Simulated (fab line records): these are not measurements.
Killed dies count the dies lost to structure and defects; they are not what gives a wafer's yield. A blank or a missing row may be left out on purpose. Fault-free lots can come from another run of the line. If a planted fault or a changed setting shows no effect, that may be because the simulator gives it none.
A lot that was struck, set against a sound lot :: flow nandHarc :: 13 out of 1302 route steps
Sound: wafers L765.3, L765.4, L765.5. Struck: wafer L769.1 (L769.2, L769.6, from the same lot, were not struck and are left out); the cause is given at the end.
For every step that has rows: the tool of each side, followed by ch and its chambers, followed by its first start. Under that, the readings that differ: sound wafers :: struck wafers :: difference of the means :: sigmas: that difference in standard deviations of wafers without a fault.
alike: words and numbers the same on both sides, and readings whose means are apart by under 2 such deviations; not compared: readings that were withheld, readings missing a value for some wafer, numbers with overlapping values and no deviation given by the record, and bounds like >300 which may hide the same value.
The two part at a step that has a row with sigmas, a row that says differs or no value, or rows on one side only. When numbers do not overlap yet have no deviation, they are printed without sigmas and do not part them. A reading that every wafer of one side lacks parts them only if that side has two wafers or more.

first, 4 steps without rows for these wafers: NHARC_A_STAIRCASE_HARDBAKE_218 (time 140 s); NHARC_A_STAIRCASE_DESCUM_219 (chemistry O2, time 3 s); NHARC_A_STAIRCASE_TRIM_220 (chemistry O2, time 211.2 s); NHARC_A_STAIRCASE_ETCH_221 (etches the open film in C4F8/O2, target depth 100 nm, time 40.5 s).
NHARC_A_STAIRCASE_TRIM_222: chemistry O2, time 211.2 s.
  sound on rieDiel-03 ch 1,2,3; struck on rieDiel-13 ch 2
reading: oesProductAu (a.u.)
sound: 1.002 1.020 1.006
struck: 0.990
difference: -0.019
sigmas: -3

reading: rfVppV (V)
sound: 58.4 58.0 58.2
struck: 55.4
difference: -2.8
sigmas: -3
  alike: drypumpMotorCurrentA, showerheadPlenumPTorr, throttleValvePct
  not compared: rfHoursCounterH
NHARC_A_STAIRCASE_ETCH_223: etches the open film in C4F8/O2, target depth 100 nm, time 40.5 s.
  sound on rieDiel-03 ch 0,1,3; struck on rieDiel-13 ch 2
  alike: oesProductAu, rfVppV, runLengthS
  not compared: rfHoursCounterH
NHARC_A_STAIRCASE_TRIM_224: chemistry O2, time 211.2 s.
  sound on rieDiel-03 ch 1,2; struck on rieDiel-13 ch 1
reading: drypumpMotorCurrentA (A)
sound: 5.0 5.2 5.2
struck: 6.4
difference: +1.3
sigmas: +3

reading: showerheadPlenumPTorr (Torr)
sound: 3.46 3.79 3.79
struck: 3.29
difference: -0.39
sigmas: -2
  alike: oesProductAu, rfVppV, throttleValvePct
  not compared: rfHoursCounterH
NHARC_A_STAIRCASE_ETCH_225: etches the open film in C4F8/O2, target depth 100 nm, time 40.5 s.
  sound on rieDiel-03 ch 0,2,3; struck on rieDiel-13 ch 2
  alike: oesProductAu, rfVppV, runLengthS
  not compared: rfHoursCounterH
then, 2 steps without rows for these wafers: NHARC_A_STAIRCASE_TRIM_226 (chemistry O2, time 211.2 s); NHARC_A_STAIRCASE_ETCH_227 (etches the open film in C4F8/O2, target depth 100 nm, time 40.5 s).
NHARC_A_STAIRCASE_TRIM_229: chemistry O2, time 211.2 s.
  sound on rieDiel-13 ch 0,2,3, day 17 03:16; struck on rieDiel-13 ch 1, day 19 02:47
  alike: drypumpMotorCurrentA, oesProductAu, rfVppV, showerheadPlenumPTorr, throttleValvePct
  not compared: rfHoursCounterH
NHARC_A_STAIRCASE_ETCH_230: etches the open film in C4F8/O2, target depth 100 nm, time 40.5 s.
  sound on rieDiel-13 ch 2,3, day 17 03:28; struck on rieDiel-13 ch 1, day 19 03:09
reading: oesProductAu (a.u.)
sound: 0.957 0.955 0.954
struck: 0.921
difference: -0.034
sigmas: -2

reading: runLengthS (s)
sound: 61.91 61.61 61.45
struck: 55.01
difference: -6.65
sigmas: -23
  alike: rfVppV
  not compared: rfHoursCounterH
then, 1 step without rows for these wafers: NHARC_A_STAIRCASE_TRIM_231 (chemistry O2, time 211.2 s).

## WHERE THEY PART
Earliest at NHARC_A_STAIRCASE_TRIM_222; latest, in this record, at NHARC_A_STAIRCASE_ETCH_230.

WHY: what had been put in by the simulator
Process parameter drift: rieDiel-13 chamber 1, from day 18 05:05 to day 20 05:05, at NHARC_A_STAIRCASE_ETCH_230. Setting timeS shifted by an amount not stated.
